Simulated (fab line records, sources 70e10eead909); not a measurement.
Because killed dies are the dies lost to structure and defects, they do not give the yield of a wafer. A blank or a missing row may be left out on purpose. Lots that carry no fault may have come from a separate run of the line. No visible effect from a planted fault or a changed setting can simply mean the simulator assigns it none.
Which tool was responsible?	flow nandHarc	72 wafers from 24 lots sampled at 6 of the route's 1159 steps

== WHAT EACH GAUGE READ, for each wafer ==
The record lacks any reading of a measuring or inspecting step that a usual standard deviation could be used to judge.

== WHICH TOOL RAN EACH LOT (tool, then ch and the chambers of the sampled wafers, then the start) ==
lot	NHARC_A_STAIRCASE_TRIM_220	NHARC_A_STAIRCASE_STRIP_238	NHARC_A_STAIRCASE_HM_OPEN_460	NHARC_A_STAIRCASE_CMP_450	NHARC_A_SLIT_ETCH_29	NHARC_A_WL_FILL_ETCHBACK_05
L074	rieDiel-04 ch 1,2, day 11 05:43	plasmaAsher-02 ch 1, day 11 07:56	rieDiel-12 ch 0,2,3, day 13 14:10 or earlier	cmp-01 ch 1,2,3, day 13 14:10	rieDiel-10 ch 0,1,2, day 14 10:36	rieMetal-02 ch 1, day 15 01:04
L076	rieDiel-04 ch 0,1,2, day 11 14:22	plasmaAsher-01 ch 0,1, day 11 16:35	rieDiel-11 ch 1,3, day 13 23:48 or earlier	cmp-04 ch 1,2,3, day 13 23:48	rieDiel-10 ch 0,2,3, day 14 18:19	rieMetal-02 ch 0,1, day 15 12:23
L075	rieDiel-04 ch 0,1,3, day 11 15:15	plasmaAsher-02 ch 0,1, day 11 17:36	rieDiel-12 ch 0,2,3, day 13 23:32 or earlier	cmp-01 ch 1,2,3, day 13 23:32	rieDiel-09 ch 0,3, day 14 21:53	rieMetal-01 ch 0,1, day 15 13:02
L078	rieDiel-11 ch 1,2, day 12 01:53	plasmaAsher-02 ch 0,1, day 12 04:05	rieDiel-12 ch 1,2,3, day 14 12:10 or earlier	cmp-04 ch 0,3, day 14 12:10	rieDiel-09 ch 0,3, day 15 06:07	rieMetal-03 ch 0,1, day 15 18:16
L077	rieDiel-04 ch 0,1,2, day 12 03:01	plasmaAsher-02 ch 0,1, day 12 05:59	rieDiel-11 ch 1,2, day 14 12:23 or earlier	cmp-02 ch 0,1, day 14 12:23	rieDiel-07 ch 0,1,2, day 15 05:29	rieMetal-02 ch 0,1, day 15 18:17
L079	rieDiel-04 ch 0,2,3, day 12 12:07	plasmaAsher-02 ch 0,1, day 12 14:34	rieDiel-04 ch 0,2,3, day 15 00:56 or earlier	cmp-01 ch 0,1,3, day 15 00:56	rieDiel-07 ch 0,1,2, day 15 16:16	rieMetal-02 ch 0,1, day 16 05:03
L081	rieDiel-11 ch 2,3, day 12 17:20	plasmaAsher-02 ch 0,1, day 12 20:07	rieDiel-11 ch 0,1,3, day 15 14:45 or earlier	cmp-01 ch 0,1, day 15 14:45	rieDiel-07 ch 2,3, day 16 15:51	rieMetal-03 ch 0,1, day 17 05:52
L080	rieDiel-11 ch 0,1,2, day 12 17:35	plasmaAsher-02 ch 0,1, day 12 20:21	rieDiel-12 ch 0,3, day 15 14:52 or earlier	cmp-02 ch 1,2,3, day 15 14:52	rieDiel-10 ch 0,3, day 16 10:09	rieMetal-02 ch 0,1, day 16 22:50
L082	rieDiel-12 ch 0,2, day 13 13:28	plasmaAsher-02 ch 0,1, day 13 15:38	rieDiel-04 ch 1,2,3, day 16 01:21 or earlier	cmp-02 ch 0,1, day 16 01:21	rieDiel-07 ch 0,1, day 16 18:01	rieMetal-03 ch 0,1, day 17 08:29
L083	rieDiel-04 ch 0,3, day 13 14:16	plasmaAsher-01 ch 0,1, day 13 17:23	rieDiel-04 ch 0,1,3, day 16 01:08 or earlier	cmp-01 ch 0,1,2, day 16 01:08	rieDiel-07 ch 0,1,2, day 16 19:38	rieMetal-01 ch 0,1, day 17 12:32
L085	rieDiel-04 ch 1,3, day 14 02:37	plasmaAsher-02 ch 1, day 14 04:48	rieDiel-11 ch 0,2, day 16 14:08 or earlier	cmp-02 ch 0,2,3, day 16 14:08	rieDiel-10 ch 0,2, day 17 11:54	rieMetal-02 ch 1, day 18 01:08
L087	rieDiel-12 ch 0,1,3, day 14 11:37	plasmaAsher-02 ch 0,1, day 14 14:10	rieDiel-11 ch 2,3, day 16 21:19 or earlier	cmp-01 ch 0,3, day 16 21:19	rieDiel-10 ch 1,2,3, day 17 16:16	rieMetal-02 ch 0,1, day 18 06:01
L086	rieDiel-11 ch 0,2,3, day 14 13:43	plasmaAsher-02 ch 0,1, day 14 15:58	rieDiel-11 ch 1,2, day 16 21:20 or earlier	cmp-04 ch 2,3, day 16 21:20	rieDiel-10 ch 1,2, day 17 17:59	rieMetal-03 ch 0,1, day 18 08:19
L089	rieDiel-04 ch 2,3, day 14 19:53	plasmaAsher-01 ch 0,1, day 14 22:22	rieDiel-04 ch 0,2,3, day 17 09:13 or earlier	cmp-04 ch 0,1,3, day 17 09:13	rieDiel-09 ch 0,2,3, day 18 02:41	rieMetal-02 ch 0,1, day 18 14:04
L084	rieDiel-04 ch 1,2,3, day 14 20:43	plasmaAsher-02 ch 0,1, day 14 23:14	rieDiel-12 ch 0,2,3, day 17 07:30 or earlier	cmp-02 ch 0,1,3, day 17 07:30	rieDiel-10 ch 0,2,3, day 18 01:01	rieMetal-01 ch 0,1, day 18 13:49
L088	rieDiel-04 ch 0,1,2, day 15 01:01	plasmaAsher-02 ch 0, day 15 03:10	rieDiel-04 ch 0,3, day 17 10:22 or earlier	cmp-02 ch 2,3, day 17 10:22	rieDiel-09 ch 1,3, day 18 01:08	rieMetal-02 ch 0,1, day 18 19:24
L090	rieDiel-11 ch 0,1,3, day 15 06:32	plasmaAsher-01 ch 0,1, day 15 08:49	rieDiel-12 ch 0,1,3, day 17 18:29 or earlier	cmp-02 ch 0,2,3, day 17 18:29	rieDiel-10 ch 0,1,2, day 18 11:40	rieMetal-02 ch 0,1, day 19 00:29
L093	rieDiel-11 ch 1,3, day 15 18:11	plasmaAsher-01 ch 0,1, day 15 20:18	rieDiel-12 ch 0,3, day 18 08:20 or earlier	cmp-04 ch 0,2,3, day 18 08:20	rieDiel-10 ch 0,1,3, day 19 02:27	rieMetal-02 ch 0,1, day 19 15:14
L091	rieDiel-04 ch 0,2,3, day 15 19:22	plasmaAsher-02 ch 0,1, day 15 21:30	rieDiel-12 ch 0,3, day 18 07:39 or earlier	cmp-02 ch 0,1,3, day 18 07:39	rieDiel-10 ch 0,2,3, day 19 00:29	rieMetal-01 ch 0,1, day 19 15:13
L094	rieDiel-12 ch 1,2, day 15 19:41	plasmaAsher-02 ch 0, day 15 22:08	rieDiel-12 ch 1,2,3, day 18 08:04 or earlier	cmp-02 ch 0,2,3, day 18 08:04	rieDiel-07 ch 0,1,2, day 19 00:41	rieMetal-03 ch 0,1, day 19 17:59
L092	rieDiel-11 ch 1,2, day 16 00:55	plasmaAsher-01 ch 0,1, day 16 03:22	rieDiel-12 ch 0,3, day 18 18:13 or earlier	cmp-04 ch 0,2, day 18 18:13	rieDiel-10 ch 1,2,3, day 19 10:37	rieMetal-01 ch 0,1, day 19 23:19
L096	rieDiel-04 ch 0,2,3, day 16 16:20	plasmaAsher-02 ch 0,1, day 16 20:11	rieDiel-11 ch 0,2,3, day 19 13:36 or earlier	cmp-02 ch 0,1,3, day 19 13:36	rieDiel-10 ch 0,1,3, day 20 06:14	rieMetal-03 ch 0,1, day 20 19:04
L097	rieDiel-04 ch 1,2, day 16 23:08	plasmaAsher-01 ch 1, day 17 01:40	rieDiel-12 ch 0,2,3, day 19 13:39 or earlier	cmp-04 ch 0,1,2, day 19 13:39	rieDiel-07 ch 1,2,3, day 20 07:55	rieMetal-03 ch 0,1, day 20 21:52
L095	rieDiel-11 ch 0,1,3, day 17 03:03	plasmaAsher-01 ch 0,1, day 17 06:09	rieDiel-12 ch 0,1,2, day 19 15:02 or earlier	cmp-01 ch 0,1,3, day 19 15:02	rieDiel-10 ch 1,2,3, day 20 07:24	rieMetal-02 ch 0,1, day 20 19:04
- NHARC_A_STAIRCASE_TRIM_220: chemistry O2, time 211.2 s.
- NHARC_A_STAIRCASE_STRIP_238: strips in O2.
- NHARC_A_STAIRCASE_HM_OPEN_460: chemistry O2/COS.
- NHARC_A_STAIRCASE_CMP_450: polishes SiO2, target thk 200 nm.
- NHARC_A_SLIT_ETCH_29: etches the open film in CF4/O2, target depth 100 nm, overetch 10 nm, time 55 s.
- NHARC_A_WL_FILL_ETCHBACK_05: etches the open film in Cl2/BCl3, target depth 22 nm, time 60 s.

== AS READ BY THE TOOLS THEMSELVES (means over the sampled wafers that have a number; for cases with no such wafer, the mark the record gives instead) ==
NHARC_A_STAIRCASE_TRIM_220.
lot	tool	drypumpMotorCurrentA (A)	oesProductAu (a.u.)	rfVppV (V)	showerheadPlenumPTorr (Torr)	throttleValvePct (%)
L074	rieDiel-04	6.0	1.009	57.6	3.43	17.034
L076	rieDiel-04	5.7	0.998	58.6	3.40	17.030
L075	rieDiel-04	5.5	1.001	57.5	3.47	17.039
L078	rieDiel-11	5.3	1.002	57.7	3.59	17.036
L077	rieDiel-04	5.6	0.993	57.4	3.39	17.042
L079	rieDiel-04	5.3	1.004	57.8	3.48	17.040
L081	rieDiel-11	5.5	0.999	58.6	3.73	17.047
L080	rieDiel-11	5.4	1.004	57.5	3.45	17.037
L082	rieDiel-12	5.8	0.993	57.1	3.52	17.034
L083	rieDiel-04	5.2	1.003	58.2	3.54	17.033
L085	rieDiel-04	5.6	1.000	58.8	3.57	17.030
L087	rieDiel-12	5.6	0.995	58.5	3.50	17.037
L086	rieDiel-11	5.3	1.004	58.5	3.57	17.041
L089	rieDiel-04	5.6	1.005	57.5	3.51	17.035
L084	rieDiel-04	5.7	1.006	57.6	3.50	17.047
L088	rieDiel-04	5.7	0.997	57.3	3.38	17.026
L090	rieDiel-11	5.8	1.011	57.5	3.46	17.039
L093	rieDiel-11	6.3	1.007	58.0	3.48	17.047
L091	rieDiel-04	5.3	0.996	57.7	3.46	17.048
L094	rieDiel-12	5.3	0.996	57.1	3.40	17.034
L092	rieDiel-11	5.4	1.004	57.5	3.57	17.038
L096	rieDiel-04	5.4	0.999	57.5	3.46	17.028
L097	rieDiel-04	5.9	1.004	56.8	3.42	17.026
L095	rieDiel-11	5.8	1.007	59.0	3.63	17.038

NHARC_A_STAIRCASE_STRIP_238.
lot	tool	drypumpMotorCurrentA (A)	heaterPowerW (W)
L074	plasmaAsher-02	5.1	311
L076	plasmaAsher-01	5.2	301
L075	plasmaAsher-02	5.6	319
L078	plasmaAsher-02	5.6	324
L077	plasmaAsher-02	5.6	329
L079	plasmaAsher-02	5.6	319
L081	plasmaAsher-02	5.5	328
L080	plasmaAsher-02	5.3	317
L082	plasmaAsher-02	5.3	319
L083	plasmaAsher-01	5.3	308
L085	plasmaAsher-02	5.1	310
L087	plasmaAsher-02	5.4	317
L086	plasmaAsher-02	5.3	318
L089	plasmaAsher-01	5.1	306
L084	plasmaAsher-02	5.6	325
L088	plasmaAsher-02	5.8	328
L090	plasmaAsher-01	5.3	306
L093	plasmaAsher-01	5.4	312
L091	plasmaAsher-02	5.3	317
L094	plasmaAsher-02	5.9	330
L092	plasmaAsher-01	5.4	304
L096	plasmaAsher-02	5.6	320
L097	plasmaAsher-01	4.9	299
L095	plasmaAsher-01	5.2	299

NHARC_A_STAIRCASE_HM_OPEN_460.
lot	tool	drypumpMotorCurrentA (A)	oesProductAu (a.u.)	rfVppV (V)	showerheadPlenumPTorr (Torr)	throttleValvePct (%)
L074	rieDiel-12	5.8	0.990	467.9	3.16	28.331
L076	rieDiel-11	6.2	0.996	466.9	3.09	28.325
L075	rieDiel-12	5.8	1.001	467.9	3.16	28.319
L078	rieDiel-12	5.5	1.009	466.3	3.11	28.332
L077	rieDiel-11	5.3	0.996	467.1	3.17	28.333
L079	rieDiel-04	5.3	0.997	465.9	3.08	28.325
L081	rieDiel-11	5.8	1.011	466.0	3.07	28.334
L080	rieDiel-12	5.9	0.999	469.1	3.20	28.323
L082	rieDiel-04	5.7	1.008	465.9	3.10	28.329
L083	rieDiel-04	5.5	0.998	465.3	3.06	28.327
L085	rieDiel-11	4.9	1.002	467.7	3.14	28.323
L087	rieDiel-11	5.2	1.009	469.9	3.28	28.323
L086	rieDiel-11	5.9	1.011	465.4	3.06	28.329
L089	rieDiel-04	5.3	1.003	466.6	3.07	28.337
L084	rieDiel-12	5.9	0.996	468.0	3.15	28.336
L088	rieDiel-04	5.1	0.996	465.4	3.03	28.333
L090	rieDiel-12	5.6	0.995	466.4	3.09	28.329
L093	rieDiel-12	5.9	0.997	468.4	3.18	28.335
L091	rieDiel-12	5.8	0.999	468.4	3.14	28.327
L094	rieDiel-12	5.5	0.995	467.1	3.09	28.323
L092	rieDiel-12	5.8	1.007	467.5	3.14	28.332
L096	rieDiel-11	5.2	1.005	471.8	3.31	28.338
L097	rieDiel-12	5.9	0.997	466.9	3.14	28.331
L095	rieDiel-12	5.5	1.003	465.5	3.05	28.332

NHARC_A_STAIRCASE_CMP_450.
lot	tool	motorCurrentA (A)
L074	cmp-01	11.7
L076	cmp-04	12.1
L075	cmp-01	11.4
L078	cmp-04	11.8
L077	cmp-02	12.1
L079	cmp-01	11.9
L081	cmp-01	11.1
L080	cmp-02	11.9
L082	cmp-02	12.5
L083	cmp-01	11.1
L085	cmp-02	12.3
L087	cmp-01	12.1
L086	cmp-04	13.2
L089	cmp-04	11.7
L084	cmp-02	12.3
L088	cmp-02	11.9
L090	cmp-02	12.7
L093	cmp-04	12.3
L091	cmp-02	12.3
L094	cmp-02	12.2
L092	cmp-04	13.3
L096	cmp-02	12.3
L097	cmp-04	12.7
L095	cmp-01	11.7

NHARC_A_SLIT_ETCH_29.
lot	tool	drypumpMotorCurrentA (A)	oesProductAu (a.u.)	rfVppV (V)	showerheadPlenumPTorr (Torr)	throttleValvePct (%)
L074	rieDiel-10	5.6	0.991	197.2	1.303	13.384
L076	rieDiel-10	5.8	0.989	197.0	1.284	13.390
L075	rieDiel-09	6.1	0.987	198.0	1.317	13.396
L078	rieDiel-09	6.1	0.993	197.8	1.317	13.404
L077	rieDiel-07	5.5	0.998	198.3	1.319	13.403
L079	rieDiel-07	5.6	1.003	197.2	1.319	13.399
L081	rieDiel-07	5.7	1.008	197.8	1.319	13.406
L080	rieDiel-10	5.6	1.005	196.8	1.276	13.405
L082	rieDiel-07	5.7	0.998	197.4	1.305	13.398
L083	rieDiel-07	5.5	1.001	197.7	1.319	13.389
L085	rieDiel-10	5.6	1.006	197.1	1.295	13.399
L087	rieDiel-10	5.9	1.000	196.7	1.290	13.393
L086	rieDiel-10	5.7	1.008	196.9	1.309	13.396
L089	rieDiel-09	6.2	0.992	197.8	1.326	13.401
L084	rieDiel-10	5.9	1.005	196.9	1.283	13.395
L088	rieDiel-09	6.1	0.991	198.0	1.319	13.396
L090	rieDiel-10	5.6	1.010	197.0	1.301	13.394
L093	rieDiel-10	5.7	0.993	197.7	1.282	13.399
L091	rieDiel-10	5.8	0.997	196.6	1.283	13.399
L094	rieDiel-07	5.6	1.000	197.3	1.317	13.401
L092	rieDiel-10	5.8	1.005	196.6	1.290	13.397
L096	rieDiel-10	5.7	1.001	196.6	1.282	13.395
L097	rieDiel-07	5.8	1.009	197.7	1.315	13.390
L095	rieDiel-10	5.9	0.999	196.6	1.289	13.392

NHARC_A_WL_FILL_ETCHBACK_05.
lot	tool	drypumpMotorCurrentA (A)	oesProductAu (a.u.)
L074	rieMetal-02	5.7	1.002
L076	rieMetal-02	6.3	1.006
L075	rieMetal-01	6.5	0.995
L078	rieMetal-03	6.3	0.999
L077	rieMetal-02	6.0	0.995
L079	rieMetal-02	6.0	0.997
L081	rieMetal-03	6.3	0.998
L080	rieMetal-02	6.3	0.994
L082	rieMetal-03	6.3	0.995
L083	rieMetal-01	6.5	0.993
L085	rieMetal-02	5.7	1.000
L087	rieMetal-02	6.3	1.002
L086	rieMetal-03	6.3	1.005
L089	rieMetal-02	6.0	1.003
L084	rieMetal-01	6.5	0.990
L088	rieMetal-02	6.2	0.988
L090	rieMetal-02	6.2	1.005
L093	rieMetal-02	6.0	0.985
L091	rieMetal-01	6.5	0.989
L094	rieMetal-03	6.3	1.002
L092	rieMetal-01	6.4	0.999
L096	rieMetal-03	6.3	1.003
L097	rieMetal-03	6.3	1.006
L095	rieMetal-02	6.3	0.994

== THE ANSWER, worked out from the rows above alone ==
Rule: usual is defined by the lots themselves. The widest of any qualifying gaps counts: lots, ordered by their means at a reading, are off when they make up no more than a third of the lots, leave a main group of 4 or more, and stand apart from it by 3 or more times the standard deviation of that group's means. A main group is skipped when, at the precision printed for the reading in the tables above, its means are all equal. A lot without any number at a reading at which 4 lots or more have one is off too. The other lots that the step has rows for count as sound. Order of review: gauges by route order, followed by the tools' own readings, for which a lot's mean as printed above is used. The first step at which some lot is off is used, and at that step the reading that is off furthest; a lot without a number counts as furthest.
No lot is off at any reading shown: from this, nothing can be told.

== WHAT WAS PUT IN BY THE SIMULATOR ==
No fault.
